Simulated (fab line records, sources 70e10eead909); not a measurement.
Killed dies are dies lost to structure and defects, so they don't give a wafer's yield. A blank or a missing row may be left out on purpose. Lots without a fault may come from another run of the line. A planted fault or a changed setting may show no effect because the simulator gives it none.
Which tool did it? | flow nand_harc | 12 lots, 36 wafers sampled, at 5 steps of a route of 1159

WHAT THE GAUGES READ, wafer by wafer
NHARC_A_ONON_D1_THK_MEAS_34: measures by ellipsometry.
lot  | measured     | on            | thk_nm (nm)
L076 | day 8 15:06  | film_metro-01 | 197.8 196.1 200.1
L077 | day 8 21:20  | film_metro-02 | 199.9 199.7 200.7
L078 | day 9 04:10  | film_metro-02 | 194.4 197.6 198.7
L081 | day 9 23:10  | film_metro-01 | 198.9 205.4 202.0
L083 | day 10 10:07 | film_metro-02 | 197.9 200.9 204.4
L087 | day 11 06:01 | film_metro-02 | 201.8 204.2 200.9
L086 | day 11 05:44 | film_metro-01 | 199.0 200.6 199.4
L089 | day 11 23:01 | film_metro-01 | 198.1 201.0 200.7
L090 | day 12 03:59 | film_metro-01 | 195.0 200.0 199.0
L092 | day 12 18:55 | film_metro-02 | 199.6 202.8 203.7
L097 | day 13 18:08 | film_metro-02 | 203.7 197.3 201.5
L096 | day 14 04:29 | film_metro-01 | 199.6 199.5 200.5

WHICH TOOL RAN EACH LOT (tool, then ch and the chambers of the sampled wafers, then the start)
lot  | NHARC_P_M1_DEGAS_29          | NHARC_P_M1_PVD_21                       | NHARC_P_M1_PRE_CLEAN_32         | NHARC_P_M1_DEP_33
L076 | pvd_sputter-01, day 6 12:50  | pvd_sputter-01, day 6 14:44 or earlier  | pecvd-01 ch 0,1, day 6 14:44    | pecvd-01 ch 0,1, day 6 14:48
L077 | pvd_sputter-01, day 6 17:49  | pvd_sputter-01, day 6 19:32 or earlier  | pecvd-01 ch 0,1,2, day 6 19:32  | pecvd-01 ch 0,1,2, day 6 19:38
L078 | pvd_sputter-01, day 7 01:56  | pvd_sputter-01, day 7 03:34 or earlier  | pecvd-03 ch 0,1,2, day 7 03:34  | pecvd-03 ch 0,1,2, day 7 03:38
L081 | pvd_sputter-03, day 7 22:55  | pvd_sputter-03, day 8 00:44 or earlier  | pecvd-02 ch 0,1,2, day 8 00:44  | pecvd-02 ch 0,1,2, day 8 00:52
L083 | pvd_sputter-02, day 8 07:51  | pvd_sputter-02, day 8 09:28 or earlier  | pecvd-01 ch 1,2, day 8 09:28    | pecvd-01 ch 1,2, day 8 09:33
L087 | pvd_sputter-01, day 9 03:46  | pvd_sputter-01, day 9 05:25 or earlier  | pecvd-02 ch 0,2, day 9 05:25    | pecvd-02 ch 0,2, day 9 05:33
L086 | pvd_sputter-02, day 9 06:22  | pvd_sputter-02, day 9 08:05 or earlier  | pecvd-01 ch 0,2, day 9 08:05    | pecvd-01 ch 0,2, day 9 08:10
L089 | pvd_sputter-03, day 10 00:30 | pvd_sputter-03, day 10 02:08 or earlier | pecvd-02 ch 0,1,2, day 10 02:08 | pecvd-02 ch 0,1,2, day 10 02:16
L090 | pvd_sputter-03, day 10 05:01 | pvd_sputter-03, day 10 06:42 or earlier | pecvd-02 ch 0,2, day 10 06:42   | pecvd-02 ch 0,2, day 10 06:46
L092 | pvd_sputter-01, day 10 21:58 | pvd_sputter-01, day 10 23:43 or earlier | pecvd-03 ch 0,1, day 10 23:43   | pecvd-03 ch 0,1, day 10 23:49
L097 | pvd_sputter-01, day 11 15:55 | pvd_sputter-01, day 11 17:32 or earlier | pecvd-02 ch 0,1, day 11 17:32   | pecvd-02 ch 0,1, day 11 17:39
L096 | pvd_sputter-01, day 11 22:45 | pvd_sputter-01, day 12 00:22 or earlier | pecvd-03 ch 0,1, day 12 00:22   | pecvd-03 ch 0,1, day 12 00:26
- NHARC_P_M1_DEGAS_29: time 60 s.
- NHARC_P_M1_PVD_21: deposits Cu, target thk 30 nm, time 20.49 s.
- NHARC_P_M1_PRE_CLEAN_32: time 12 s.
- NHARC_P_M1_DEP_33: deposits SiCN, target thk 30 nm.

THE ANSWER, worked out from the rows above alone
Rule: what is usual is taken from the lots themselves. Put in order of their means at a reading, lots are off if they are a third of the lots or fewer, leave a main group of 4 or more, and stand apart from it by a gap of 3 or more times the standard deviation of the main group's means; of several such gaps the widest counts. A main group whose means are all the same, to the digits that the tables above print for the reading, isn't used. A lot without any number at a reading at which 4 lots or more have one is off too. The other lots that the step has rows for count as sound.
No lot is off at any reading shown: from this, nothing can be told.

WHAT THE SIMULATOR HAD PUT IN
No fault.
